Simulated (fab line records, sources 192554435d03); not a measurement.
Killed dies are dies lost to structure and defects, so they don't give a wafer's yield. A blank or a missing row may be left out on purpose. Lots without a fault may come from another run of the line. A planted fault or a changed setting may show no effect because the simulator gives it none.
Chamber matching | flow n5_finfet | N5_BEOL_M3_DESCUM_16 on rie_diel-03: 4 sister chambers
The step chemistry O2, time 7 s. 7 wafers are shown with their chamber, then 9 later ones without.

WAFERS WITH THEIR CHAMBER
wafer  | chamber | drypump_motor_current_A (A) | throttle_valve_pct (%)
L085.3 | 3       | 5.78                        | 20.12
L086.3 | 3       | 5.79                        | 20.13
L086.4 | 0       | 6.25                        | 20.78
L086.6 | 0       | 6.26                        | 20.77
L087.1 | 1       | 5.60                        | 20.55
L087.2 | 2       | 5.71                        | 20.63
L087.5 | 1       | 5.59                        | 20.54

WAFERS WITHOUT THEIR CHAMBER
wafer  | drypump_motor_current_A (A) | throttle_valve_pct (%)
L089.1 | 5.62                        | 20.53
L089.3 | 5.70                        | 20.65
L089.4 | 6.25                        | 20.78
L093.1 | 6.27                        | 20.79
L093.3 | 5.78                        | 20.16
L093.4 | 5.61                        | 20.57
L097.2 | 5.82                        | 20.16
L097.4 | 6.28                        | 20.79
L097.5 | 6.28                        | 20.81

WHICH CHAMBER EACH WENT THROUGH
wafer  | from the rows above | in truth
L089.1 | 1                   | 1
L089.3 | 2                   | 2
L089.4 | 0                   | 0
L093.1 | 0                   | 0
L093.3 | 3                   | 3
L093.4 | 1                   | 1
L097.2 | 3                   | 3
L097.4 | 0                   | 0
L097.5 | 0                   | 0
Placed correctly: 9 of 9. Can't be placed from these rows: 0. Placed wrongly: 0.
How it was worked out, from the rows above alone: a wafer's distance from a chamber is the root of the sum, over the readings, of the square of ((its reading less the chamber's mean) divided by the reading's scatter). The wafer belongs to the nearest chamber; if the next one is less than 2 further off, it can't be placed. A chamber's mean is the mean of its shown wafers. The scatter: the root of (the sum of the squares of (reading less its chamber's mean) over the shown wafers, divided by (wafers less chambers)).
